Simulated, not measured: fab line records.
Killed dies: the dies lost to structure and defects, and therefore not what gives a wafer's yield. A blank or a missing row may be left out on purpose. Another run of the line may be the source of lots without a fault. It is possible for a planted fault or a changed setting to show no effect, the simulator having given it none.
Chamber matching -- flow nand-harc -- 4 sister chambers for NHARC_A_CHANNEL_FILL_D2_CMP_10 on cmp-02
The step polishes, target thk 150 nm. 24 wafers are shown with their chamber, then 12 later ones without.

== EACH WAFER AND ITS CHAMBER ==
wafer,chamber,motor-current-A (A),time-to-endpoint-s (s)
L075.2,2,12.8,12.4
L075.3,3,12.7,13.7
L075.6,1,13.0,14.5
L078.3,2,13.5,13.4
L078.5,3,12.1,13.9
L078.6,2,13.3,11.1
L079.1,0,11.4,11.2
L079.5,2,14.6,10.4
L079.6,1,13.2,15.0
L081.2,3,12.1,11.8
L081.3,0,11.3,12.4
L081.4,1,12.2,17.2
L080.1,1,12.3,16.3
L080.4,0,11.4,13.9
L080.5,3,12.1,12.2
L082.2,1,12.2,16.5
L082.3,3,12.2,13.1
L082.5,3,12.4,15.2
L087.1,1,12.4,18.0
L087.2,2,13.1,10.8
L087.3,3,13.0,13.7
L091.1,1,12.6,12.5
L091.2,2,13.1,6.0
L091.6,2,13.5,8.8

SIGNATURES (means of the wafers above)
reading,chamber 0,chamber 1,chamber 2,chamber 3,scatter within a chamber
motor-current-A,11.367,12.557,13.414,12.371,0.432
time-to-endpoint-s,12.500,15.714,10.414,13.371,1.84
Rule: distance of a wafer from a chamber = root of the sum over the readings of ((wafer's reading minus chamber's mean) / reading's scatter) squared. The wafer belongs to the nearest chamber; if the next one is less than 2 further off, it can't be placed. The scatter: take each reading less its chamber's mean, square it, sum over the shown wafers, divide by the number of wafers less the number of chambers, and take the root.

== WAFERS WITH NO CHAMBER GIVEN ==
wafer,motor-current-A (A),time-to-endpoint-s (s)
L091.3,11.5,9.1
L091.4,12.3,10.1
L091.5,12.3,9.6
L090.3,10.9,13.6
L090.4,13.8,12.2
L090.5,12.7,14.1
L092.2,14.3,13.4
L092.5,13.9,12.6
L092.6,12.3,13.2
L095.2,12.1,15.5
L095.3,13.2,16.0
L095.6,12.7,15.0

== CHAMBER TAKEN BY EACH ==
wafer,from the rows above,in truth
L091.3,can't be placed: 0 or 3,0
L091.4,can't be placed: 3 or 0 or 2 or 1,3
L091.5,can't be placed: 3 or 2 or 0 or 1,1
L090.3,0,0
L090.4,2,2
L090.5,can't be placed: 3 or 1 or 2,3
L092.2,can't be placed: 2 or 1 or 3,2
L092.5,can't be placed: 2 or 1 or 3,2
L092.6,can't be placed: 3 or 1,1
L095.2,can't be placed: 1 or 3 or 0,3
L095.3,can't be placed: 1 or 3 or 2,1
L095.6,can't be placed: 1 or 3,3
Placed correctly: 2 of 12. Can't be placed from these rows: 10 (the true chamber is among the candidates in 10). Placed wrongly: 0.
